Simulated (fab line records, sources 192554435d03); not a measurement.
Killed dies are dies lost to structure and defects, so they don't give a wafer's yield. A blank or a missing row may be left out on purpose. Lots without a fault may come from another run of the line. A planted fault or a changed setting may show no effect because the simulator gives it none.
Chamber matching | flow n5_finfet | N5_BEOL_M8_DESCUM_33 on rie_diel-02: 4 sister chambers
The step chemistry O2, time 7 s. 22 wafers are shown with their chamber, then 11 later ones without.

WAFERS WITH THEIR CHAMBER
wafer  | chamber | showerhead_plenum_p_Torr (Torr) | throttle_valve_pct (%) | oes_product_au (a.u.)
L077.1 | 3       | 2.04                            | 20.45                  | 0.87
L077.4 | 0       | 2.10                            | 20.22                  | 0.79
L077.6 | 3       | 2.04                            | 20.45                  | 0.87
L078.3 | 2       | 2.01                            | 20.44                  | 0.75
L078.5 | 0       | 2.10                            | 20.21                  | 0.77
L078.6 | 1       | 2.11                            | 20.24                  | 0.90
L081.2 | 0       | 2.10                            | 20.24                  | 0.77
L081.4 | 3       | 2.04                            | 20.46                  | 0.85
L081.5 | 3       | 2.04                            | 20.46                  | 0.85
L083.1 | 0       | 2.10                            | 20.24                  | 0.77
L083.2 | 1       | 2.11                            | 20.26                  | 0.87
L083.6 | 3       | 2.04                            | 20.47                  | 0.85
L085.1 | 1       | 2.11                            | 20.24                  | 0.86
L085.3 | 0       | 2.09                            | 20.25                  | 0.75
L085.5 | 3       | 2.04                            | 20.48                  | 0.84
L087.1 | 0       | 2.09                            | 20.26                  | 0.76
L087.3 | 3       | 2.03                            | 20.48                  | 0.83
L087.4 | 1       | 2.10                            | 20.28                  | 0.87
L088.1 | 0       | 2.09                            | 20.27                  | 0.75
L088.4 | 1       | 2.10                            | 20.27                  | 0.86
L088.5 | 1       | 2.10                            | 20.26                  | 0.86
L089.3 | 0       | 2.09                            | 20.27                  | 0.75

SIGNATURES (means of the wafers above)
reading                  | chamber 0 | chamber 1 | chamber 2 | chamber 3 | scatter within a chamber
showerhead_plenum_p_Torr | 2.0950    | 2.1050    | 2.0100    | 2.0386    | 0.00492
throttle_valve_pct       | 20.2450   | 20.2583   | 20.4400   | 20.4643   | 0.0177
oes_product_au           | 0.7638    | 0.8700    | 0.7500    | 0.8514    | 0.0147
Rule: a wafer's distance from a chamber is the root of the sum, over the readings, of the square of ((its reading less the chamber's mean) divided by the reading's scatter). The wafer belongs to the nearest chamber; if the next one is less than 2 further off, it can't be placed. The scatter: the root of (the sum of the squares of (reading less its chamber's mean) over the shown wafers, divided by (wafers less chambers)).

WAFERS WITHOUT THEIR CHAMBER
wafer  | showerhead_plenum_p_Torr (Torr) | throttle_valve_pct (%) | oes_product_au (a.u.)
L089.5 | 2.10                            | 20.29                  | 0.86
L089.6 | 2.00                            | 20.47                  | 0.72
L092.2 | 2.10                            | 20.30                  | 0.84
L092.3 | 2.00                            | 20.48                  | 0.72
L092.4 | 2.09                            | 20.29                  | 0.74
L096.3 | 2.09                            | 20.32                  | 0.84
L096.5 | 2.03                            | 20.51                  | 0.82
L096.6 | 2.00                            | 20.49                  | 0.72
L097.1 | 2.03                            | 20.52                  | 0.82
L097.4 | 2.09                            | 20.30                  | 0.84
L097.5 | 2.08                            | 20.29                  | 0.74

WHICH CHAMBER EACH WENT THROUGH
wafer  | from the rows above     | in truth
L089.5 | 1                       | 1
L089.6 | 2                       | 2
L092.2 | 1                       | 1
L092.3 | 2                       | 2
L092.4 | 0                       | 0
L096.3 | can't be placed: 1 or 0 | 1
L096.5 | 3                       | 3
L096.6 | 2                       | 2
L097.1 | 3                       | 3
L097.4 | can't be placed: 1 or 0 | 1
L097.5 | 0                       | 0
Placed correctly: 9 of 11. Can't be placed from these rows: 2 (the true chamber is among the candidates in 2). Placed wrongly: 0.
